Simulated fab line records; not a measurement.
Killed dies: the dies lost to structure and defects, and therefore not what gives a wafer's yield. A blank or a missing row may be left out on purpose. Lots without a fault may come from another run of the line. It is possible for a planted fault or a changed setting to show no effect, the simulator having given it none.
fab line records	flow n5-finfet
record lots=9	wafers=27	last-day=19
route steps=1938 shown BEOL_M14@1750 PASSIVATION@1936
lots with no fault: from the same line, run without faults
start-h: the number of hours between the record's first day and the start of the first shown wafer of the lot	wait-h: hours from the lot's prior step to this one	" unchanged from the row above	L1.1+2: a single row standing in for several wafers	- no value present, or no start provided	* or withheld: withheld	< > ~ a bound
route shown NAME@n: NAME is a module with steps in the file, n the number in the route of the first one	usual: average and standard deviation across the fault-free wafers	same: alike in all rows	chamber/n: place in a boat	sites: readings site by site	_std_site: their standard deviation	_edge_site: outer sites' mean less inner sites'	radius-mm: for every site, how far away it sits from the centre of the wafer	mask NAME#n: copy n	behind: the last tool/chamber to shape the wafer	hold: reason for holding the lot/hours on hold/outcome of the hold	device: transistor that didn't switch, given as n, p or np	end of line: the route-end tests of the same wafers	a step given without rows: its recipe and nothing more	killed: the dies lost at the first sort to structure and to defects; this is not the yield of the wafer	map: shows each die of a wafer: x if killed, . if not, _ if none is there
set.NAME: the setting that was run; set.NAME@STEP: the one run at that earlier step	model.NAME: the simulator's own value behind a step, which no gauge read
steps of the route over a sample of lots; a table a step, a row a wafer
services: the hour from which a tool's chamber was out of use, counted from the record's first day as start-h (under 0 if before that day), plus the number of hours and why
## steps
# step N5_BEOL_M14_ETCH_67
# recipe chemistry=CF4	target=SiARC	target-depth-a=1430	time-s=238.3	ion-energy-ev=80	pressure-mtorr=40	source-w=545	bias-w=36	Ar_flow_sccm=100	cf4-flow-sccm=100	ends=cleared
# usual drypump-motor-current-A=5.7/0.41	etch-rf-on-time-s=235/7.5	oes-product-au=0.70/0.068	rf-vpp-V=184.4/1.2	showerhead-plenum-p-Torr=2.16/0.063	throttle-valve-pct=15.59/0.18
lot.wafer	tool	chamber	start-h	wait-h	drypump-motor-current-A	etch-rf-on-time-s	oes-product-au	rf-hours-counter-h	rf-vpp-V	showerhead-plenum-p-Torr	throttle-valve-pct
L945.1	rie-diel-03	2	278.48	0.0	5.2	229	0.73	53	184.6	2.18	15.42
L945.2	"	0	"	"	5.5	243	0.59	212	184.6	2.12	15.83
L945.3	"	1	"	"	5.4	242	0.78	13	184.0	2.20	15.54
L944.3	rie-diel-02	3	287.58	0.0	5.6	241	0.58	239	182.7	2.02	15.91
L944.4	"	0	"	"	6.3	229	0.72	80	185.0	2.22	15.41
L944.6	"	3	"	"	5.6	240	0.59	-	182.4	2.02	15.91
L951.2	rie-diel-03	1	337.37	0.0	5.4	241	0.74	36	183.5	2.19	15.59
L951.5	"	1	"	"	5.5	241	0.75	-	184.5	2.19	15.60
L951.6	"	0	"	"	5.5	243	0.57	-	184.1	2.11	15.89
L953.2	rie-diel-02	3	350.61	0.0	5.6	237	0.83	4	185.8	2.27	15.43
L953.4	"	1	"	"	5.4	226	0.68	111	184.7	2.16	15.42
L953.5	"	3	"	"	5.7	237	0.82	-	185.1	2.27	15.41
L950.1	rie-diel-05	3	351.47	0.0	5.4	237	0.80	7	183.4	2.21	15.55
L950.3	"	2	"	"	6.6	238	0.68	108	182.7	2.08	15.79
L950.4	"	3	"	"	5.4	236	0.80	-	184.0	2.21	15.54
L957.1	rie-diel-02	3	379.65	0.0	5.6	231	0.79	16	185.5	2.27	15.43
L957.3	"	0	"	"	6.2	231	0.68	119	183.9	2.21	15.50
L957.6	"	2	"	"	5.5	226	0.65	-	186.4	2.19	15.62
L960.1	rie-diel-02	2	395.25	0.0	5.5	228	0.64	173	185.1	2.19	15.63
L960.3	"	1	"	"	5.4	224	0.68	127	184.4	2.15	15.46
L960.6	"	2	"	"	5.5	229	0.64	-	184.9	2.19	15.61
L965.2	rie-diel-05	3	400.27	0.0	5.4	242	0.77	23	183.3	2.21	15.56
L965.4	"	0	"	"	5.7	229	0.83	14	185.1	2.17	15.23
L965.6	"	2	"	"	6.6	244	0.65	-	183.8	2.07	15.84
L964.2	rie-diel-05	3	422.78	0.0	5.4	240	0.75	30	185.1	2.21	15.62
L964.5	"	0	"	"	5.7	228	0.81	-	184.2	2.17	15.22
L964.6	"	1	"	"	5.9	234	0.65	-	184.2	2.05	15.66
# step N5_BEOL_M14_TRENCH_ETCH_34
# recipe chemistry=C4F8/O2/Ar	target=SiO2	target-depth-a=5566.5	mask-material=SOC	he-inner-torr=15	he-outer-torr=30	time-s=126.9	ion-energy-ev=800	pressure-mtorr=20	source-w=1905	bias-w=2040	Ar_flow_sccm=400	C4F8_flow_sccm=16	O2_flow_sccm=12
# usual drypump-motor-current-A=5.7/0.41	oes_f_703_au=0.81/0.078	oes_o_777_au=0.81/0.078	oes-product-au=0.82/0.08	rf-vpp-V=2247/55	showerhead-plenum-p-Torr=3.46/0.1	throttle-valve-pct=30.93/0.24
lot.wafer	tool	chamber	start-h	wait-h	drypump-motor-current-A	oes_f_703_au	oes_o_777_au	oes-product-au	rf-hours-counter-h	rf-vpp-V	showerhead-plenum-p-Torr	throttle-valve-pct
L945.1	rie-diel-03	2	278.90	0.0	5.2	0.85	0.84	0.85	54	2175	3.50	30.62
L945.2	"	0	"	"	5.5	0.66	0.69	0.68	212	2361	3.42	31.30
L945.3	"	1	"	"	5.5	0.86	0.88	0.92	13	2285	3.52	31.01
L944.3	rie-diel-02	3	288.00	0.0	5.6	0.69	0.71	0.68	239	2261	3.27	31.35
L944.4	"	0	"	"	6.2	0.85	0.85	0.85	81	2247	3.56	30.59
L944.6	"	3	"	"	5.6	0.69	0.70	0.68	-	2260	3.27	31.38
L951.2	rie-diel-03	1	337.79	0.0	5.4	0.83	0.84	0.87	37	2283	3.51	31.01
L951.5	"	1	"	"	5.4	0.83	0.84	0.87	-	2283	3.51	31.03
L951.6	"	0	"	"	5.5	0.64	0.68	0.66	-	2361	3.41	31.35
L953.2	rie-diel-02	3	351.03	0.0	5.6	0.96	0.98	0.95	5	2301	3.66	31.12
L953.4	"	1	"	"	5.4	0.84	0.84	0.81	112	2226	3.44	30.66
L953.5	"	3	"	"	5.6	0.95	0.98	0.96	-	2299	3.66	31.11
L950.1	rie-diel-05	3	351.89	0.0	5.4	0.88	0.90	0.94	7	2328	3.55	30.97
L950.3	"	2	"	"	6.6	0.77	0.79	0.78	108	2207	3.33	31.16
L950.4	"	3	"	"	5.4	0.88	0.90	0.93	-	2326	3.55	30.96
L957.1	rie-diel-02	3	380.07	0.0	5.6	0.93	0.94	0.91	16	2296	3.65	31.12
L957.3	"	0	"	"	6.3	0.81	0.81	1.15	119	2245	3.54	31.14
L957.6	"	2	"	"	5.5	0.76	0.75	0.76	-	2174	3.54	30.81
L960.1	rie-diel-02	2	395.67	0.0	5.5	0.76	0.75	0.76	173	2175	3.53	30.81
L960.3	"	1	"	"	5.3	0.82	0.81	1.15	128	2224	3.43	31.21
L960.6	"	2	"	"	5.5	0.76	0.74	0.75	-	2175	3.53	30.82
L965.2	rie-diel-05	3	400.69	0.0	5.4	0.85	0.86	0.89	23	2326	3.54	30.96
L965.4	"	0	"	"	5.6	0.99	0.98	0.99	14	2199	3.49	30.67
L965.6	"	2	"	"	6.6	0.76	0.78	0.78	-	2204	3.32	31.16
L964.2	rie-diel-05	3	423.20	0.0	5.4	0.83	0.85	0.87	30	2326	3.54	30.99
L964.5	"	0	"	"	5.7	0.96	0.95	0.95	-	2199	3.48	30.66
L964.6	"	1	"	"	6.0	0.77	0.74	0.77	-	2239	3.29	30.90
# step N5_BEOL_M14_OCD_MEAS_35
# usual trench-depth-nm=562/18
lot.wafer	tool	chamber	start-h	wait-h	trench-depth-nm
L945.1	ocd-01	-	279.06	0.0	578
L945.2	"	-	"	"	538
L945.3	"	-	"	"	547
L944.3	ocd-02	-	288.16	0.0	546
L944.4	"	-	"	"	579
L944.6	"	-	"	"	552
L951.2	ocd-01	-	337.95	0.0	542
L951.5	"	-	"	"	541
L951.6	"	-	"	"	538
L953.2	ocd-02	-	351.19	0.0	562
L953.4	"	-	"	"	589
L953.5	"	-	"	"	564
L950.1	ocd-02	-	352.05	0.0	561
L950.3	"	-	"	"	554
L950.4	"	-	"	"	554
L957.1	ocd-01	-	380.23	0.0	556
L957.3	"	-	"	"	970
L957.6	"	-	"	"	578
L960.1	ocd-02	-	395.83	0.0	580
L960.3	"	-	"	"	1002
L960.6	"	-	"	"	578
L965.2	ocd-02	-	400.84	0.0	550
L965.4	"	-	"	"	589
L965.6	"	-	"	"	554
L964.2	ocd-01	-	423.36	0.0	548
L964.5	"	-	"	"	574
L964.6	"	-	"	"	560
# step N5_BEOL_M14_DEGAS_41
# recipe ambient=vacuum	temp-c=300	time-s=60
# usual heater-power-w=455/26
lot.wafer	tool	chamber	start-h	wait-h	heater-power-w
L945.1	pvd-sputter-03	-	280.15	0.2	452
L945.2	"	-	"	"	455
L945.3	"	-	"	"	481
L944.3	pvd-sputter-01	-	289.30	0.2	467
L944.4	"	-	"	"	450
L944.6	"	-	"	"	462
L951.2	pvd-sputter-01	-	339.43	0.3	477
L951.5	"	-	"	"	430
L951.6	"	-	"	"	473
L953.2	pvd-sputter-01	-	353.67	0.8	472
L953.4	"	-	"	"	444
L953.5	"	-	"	"	445
L950.1	pvd-sputter-01	-	359.97	0.2	497
L950.3	"	-	"	"	474
L950.4	"	-	"	"	452
L957.1	pvd-sputter-02	-	385.64	0.6	459
L957.3	"	-	"	"	432
L957.6	"	-	"	"	399
L960.1	pvd-sputter-01	-	400.31	0.3	459
L960.3	"	-	"	"	445
L960.6	"	-	"	"	451
L965.2	pvd-sputter-03	-	402.89	0.6	452
L965.4	"	-	"	"	473
L965.6	"	-	"	"	471
L964.2	pvd-sputter-03	-	425.69	0.4	481
L964.5	"	-	"	"	489
L964.6	"	-	"	"	456
# step N5_BEOL_M14_PRE_CLEAN_42
# recipe gas=H2/He	time-s=30	temp-c=300
# usual heater-power-w=454/25
lot.wafer	tool	chamber	start-h	wait-h	heater-power-w
L945.1	pvd-sputter-03	-	280.19	0.0	440
L945.2	"	-	"	"	445
L945.3	"	-	"	"	476
L944.3	pvd-sputter-01	-	289.34	0.0	456
L944.4	"	-	"	"	464
L944.6	"	-	"	"	449
L951.2	pvd-sputter-01	-	339.47	0.0	498
L951.5	"	-	"	"	450
L951.6	"	-	"	"	479
L953.2	pvd-sputter-01	-	353.71	0.0	472
L953.4	"	-	"	"	451
L953.5	"	-	"	"	457
L950.1	pvd-sputter-01	-	360.01	0.0	491
L950.3	"	-	"	"	476
L950.4	"	-	"	"	447
L957.1	pvd-sputter-02	-	385.68	0.0	461
L957.3	"	-	"	"	418
L957.6	"	-	"	"	400
L960.1	pvd-sputter-01	-	400.35	0.0	471
L960.3	"	-	"	"	455
L960.6	"	-	"	"	449
L965.2	pvd-sputter-03	-	402.93	0.0	434
L965.4	"	-	"	"	475
L965.6	"	-	"	"	490
L964.2	pvd-sputter-03	-	425.73	0.0	485
L964.5	"	-	"	"	468
L964.6	"	-	"	"	453
# step N5_BEOL_M14_THK_MEAS_50
# recipe thk-meas-gauge=xrf	reads=Cu_of_BEOL_M14_ECD_47
# usual M14_THK=541/17
lot.wafer	tool	chamber	start-h	wait-h	M14_THK[nm]
L945.1	film-metro-01	-	281.49	-	557
L945.2	"	-	"	"	519
L945.3	"	-	"	"	528
L944.3	film-metro-02	-	290.98	-	528
L944.4	"	-	"	"	556
L944.6	"	-	"	"	532
L951.2	film-metro-02	-	340.56	-	523
L951.5	"	-	"	"	523
L951.6	"	-	"	"	520
L953.2	film-metro-01	-	354.80	-	542
L953.4	"	-	"	"	571
L953.5	"	-	"	"	549
L950.1	film-metro-02	-	361.11	-	545
L950.3	"	-	"	"	535
L950.4	"	-	"	"	534
L957.1	film-metro-02	-	386.95	-	534
L957.3	"	-	"	"	905
L957.6	"	-	"	"	552
L960.1	film-metro-01	-	401.45	-	564
L960.3	"	-	"	"	958
L960.6	"	-	"	"	564
L965.2	film-metro-01	-	404.03	-	533
L965.4	"	-	"	"	567
L965.6	"	-	"	"	534
L964.2	film-metro-02	-	426.98	-	525
L964.5	"	-	"	"	548
L964.6	"	-	"	"	536
# step N5_BEOL_M14_RS_MEAS_54
# recipe thk-meas-gauge=four-point-probe	reads=Cu_of_BEOL_M14_ECD_47+Ta_of_BEOL_M14_SPUTTER_44+TaN_of_BEOL_M14_SPUTTER_43
# usual M14_RS=0.0328/0.0011
lot.wafer	tool	chamber	start-h	wait-h	M14_RS[ohm/sq]
L945.1	film-metro-01	-	281.62	0.0	0.0319
L945.2	"	-	"	"	0.0344
L945.3	"	-	"	"	0.0337
L944.3	film-metro-01	-	291.11	0.1	0.0338
L944.4	"	-	"	"	0.0318
L944.6	"	-	"	"	0.0335
L951.2	film-metro-02	-	340.69	0.1	0.0339
L951.5	"	-	"	"	0.0340
L951.6	"	-	"	"	0.0342
L953.2	film-metro-02	-	354.96	0.1	0.0328
L953.4	"	-	"	"	0.0312
L953.5	"	-	"	"	0.0327
L950.1	film-metro-01	-	361.24	0.0	0.0328
L950.3	"	-	"	"	0.0333
L950.4	"	-	"	"	0.0333
L957.1	film-metro-02	-	387.08	0.0	0.0331
L957.3	"	-	"	"	0.0189
L957.6	"	-	"	"	0.0318
L960.1	film-metro-01	-	401.61	0.1	0.0318
L960.3	"	-	"	"	0.0182
L960.6	"	-	"	"	0.0319
L965.2	film-metro-02	-	404.16	0.1	0.0335
L965.4	"	-	"	"	0.0311
L965.6	"	-	"	"	0.0334
L964.2	film-metro-01	-	427.10	0.1	0.0335
L964.5	"	-	"	"	0.0320
L964.6	"	-	"	"	0.0327
# step N5_PASSIVATION_PROBE_49
# usual defect-limited-yield=91.0/1.4	killed_at_M0_to_M3=34/10	killed_at_M4_up=15/5.5	killed-at-contacts=12/6.1	killed-at-front-end=41/12	killed-at-other=4/3.4	killed-dies=106/17	killed-open=70/13	killed-short=34/7.4	sort_bin_4_leakage=0.01/0.065	sort_bin_5_function=5.3/1	sort_bin_6_memory=3.4/0.69	sort_bin_8_speed=0.03/0.22	sort-n-pass=1073/17	sort-yield-pct=91.0/1.4
# same gross-dies=1180	killed-at-back-side=0
lot.wafer	tool	chamber	start-h	wait-h	defect-limited-yield[%]	killed_at_M0_to_M3	killed_at_M4_up	killed-at-contacts	killed-at-front-end	killed-at-other	killed-dies	killed-open	killed-short	sort_bin_4_leakage[%]	sort_bin_5_function[%]	sort_bin_6_memory[%]	sort_bin_8_speed[%]	sort-n-pass	sort-yield-pct[%]
L953.2	prober-01	-	380.01	0.1	90.4	51	12	9	38	3	113	75	37	0	5.2	4.3	0	1067	90.4
L953.4	prober-01	-	380.11	0.2	91.8	31	9	7	40	10	97	63	34	0	5.5	2.5	0	1083	91.8
L953.5	prober-01	-	380.16	0.2	90.7	44	16	9	40	1	110	64	46	0	5.5	3.6	0	1070	90.7
L957.1	prober-02	-	413.55	0.0	90.7	42	11	6	45	6	110	71	38	0	5.9	3.1	0	1070	90.7
L957.3	prober-02	-	413.65	0.1	90.8	26	16	11	52	3	108	70	31	0	5.0	3.3	0	1072	90.8
L957.6	prober-02	-	413.80	0.3	92.1	45	4	8	30	6	93	61	32	0	3.7	3.9	0.17	1085	91.9
# killed by level:class
L953.2 BEOL_M2:geometric-particle:open=14 BEOL_M0_SAQP:geometric-particle:open=12 BEOL_M0_SAQP:geometric-particle:short=11 FIN_SAQP:geometric-particle:open=10 DUMMY_GATE:geometric-particle:open=10 FIN_SAQP:geometric-particle:short=8 MOL_CONTACT_COAG:geometric-particle:open=6 BEOL_M1:geometric-particle:open=5
L953.4 STI_FIN_REVEAL:geometric-particle:open=10 FIN_SAQP:geometric-particle:short=7 MOL_CONTACT_COAG:geometric-particle:open=7 BEOL_M3:geometric-particle:open=6 FIN_SAQP:geometric-particle:open=6 BEOL_M1:geometric-particle:open=6 DUMMY_GATE:geometric-particle:open=5 BEOL_M0_SAQP:geometric-particle:short=5
L953.5 BEOL_M0_SAQP:geometric-particle:short=16 FIN_SAQP:geometric-particle:short=15 FIN_SAQP:geometric-particle:open=9 MOL_CONTACT_COAG:geometric-particle:open=8 BEOL_M0_SAQP:geometric-particle:open=8 BEOL_M2:geometric-particle:open=8 BEOL_M5:geometric-particle:open=7 BEOL_M3:geometric-particle:open=5
L957.1 BEOL_M1:geometric-particle:open=14 STI_FIN_REVEAL:geometric-particle:open=13 GATE_CUT:geometric-particle:short=10 DUMMY_GATE:geometric-particle:open=8 BEOL_M3:geometric-particle:open=6 DUMMY_GATE:geometric-particle:short=5 BEOL_M0_SAQP:geometric-particle:short=5 BEOL_M0_SAQP:geometric-particle:open=5
L957.3 MOL_CONTACT_COAG:geometric-particle:open=10 FIN_SAQP:geometric-particle:short=9 FIN_SAQP:geometric-particle:open=8 BEOL_M2:geometric-particle:open=8 BEOL_M3:geometric-particle:open=6 HKMG_FIN:area-etch=6 GATE_CUT:geometric-particle:open=5 BEOL_M4:geometric-particle:open=5
L957.6 STI_FIN_REVEAL:geometric-particle:open=10 BEOL_M0_SAQP:geometric-particle:short=8 BEOL_M2:geometric-particle:open=8 MOL_CONTACT_COAG:geometric-particle:open=7 BEOL_M1:geometric-particle:open=7 FIN_SAQP:geometric-particle:short=5 STI_FIN_REVEAL:geometric-particle:short=5 BEOL_M0_SAQP:geometric-particle:open=5
## services
tool	chamber	start-h	hours	kind
rie-diel-05	3	293.58	5.8	repair
rie-diel-03	-	299.69	0.3	repair
rie-diel-05	3	316.44	-	clean
rie-diel-05	3	316.44	-	consumable-replace:focus-ring
rie-diel-05	3	316.44	19.1	scheduled-down
rie-diel-05	3	316.44	19.1	vent-cycle
rie-diel-02	3	318.66	-	clean
rie-diel-02	3	318.66	-	consumable-replace:focus-ring
rie-diel-02	3	318.66	-	consumable-replace:showerhead
rie-diel-02	3	318.66	21.9	scheduled-down
rie-diel-02	3	318.66	21.9	vent-cycle
rie-diel-05	0	335.62	-	clean
rie-diel-05	0	335.62	-	consumable-replace:focus-ring
rie-diel-05	0	335.62	25.1	scheduled-down
rie-diel-05	0	335.62	25.1	vent-cycle
rie-diel-02	2	340.01	10.3	repair
rie-diel-05	3	359.97	5.1	repair
rie-diel-03	0	385.85	-	clean
rie-diel-03	0	385.85	-	consumable-replace:focus-ring
rie-diel-03	0	385.85	22.0	scheduled-down
rie-diel-03	0	385.85	22.0	vent-cycle
pvd-sputter-03	-	420.30	3.7	repair
## key
first-sign step=N5_BEOL_M14_TRENCH_ETCH_34	reading=oes-product-au	direction=up	sigmas=4.2	usual=0.82	struck=1.15
effect step=N5_BEOL_M14_OCD_MEAS_35	reading=trench-depth-nm	direction=up	sigmas=24	usual=562	struck=986
effect step=N5_BEOL_M14_THK_MEAS_50	reading=M14_THK	direction=up	sigmas=23	usual=541	struck=932
effect step=N5_BEOL_M14_RS_MEAS_54	reading=M14_RS	direction=down	sigmas=13	usual=0.0328	struck=0.0186
met-at N5_BEOL_M14_TRENCH_ETCH_34
struck-lots L957,L960
struck-wafers L957.3,L960.3
not-acting-at N5_BEOL_M14_ETCH_67,N5_BEOL_M14_DEGAS_41,N5_BEOL_M14_PRE_CLEAN_42
onset-between 351.03 380.07
fault kind=process-parameter-drift	tool=rie-diel-02	chamber=-	onset-h=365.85	steps=N5_BEOL_M14_TRENCH_ETCH_34	channel=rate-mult	offset=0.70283	shape=step	end-h=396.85	scope=struck-wafers-only
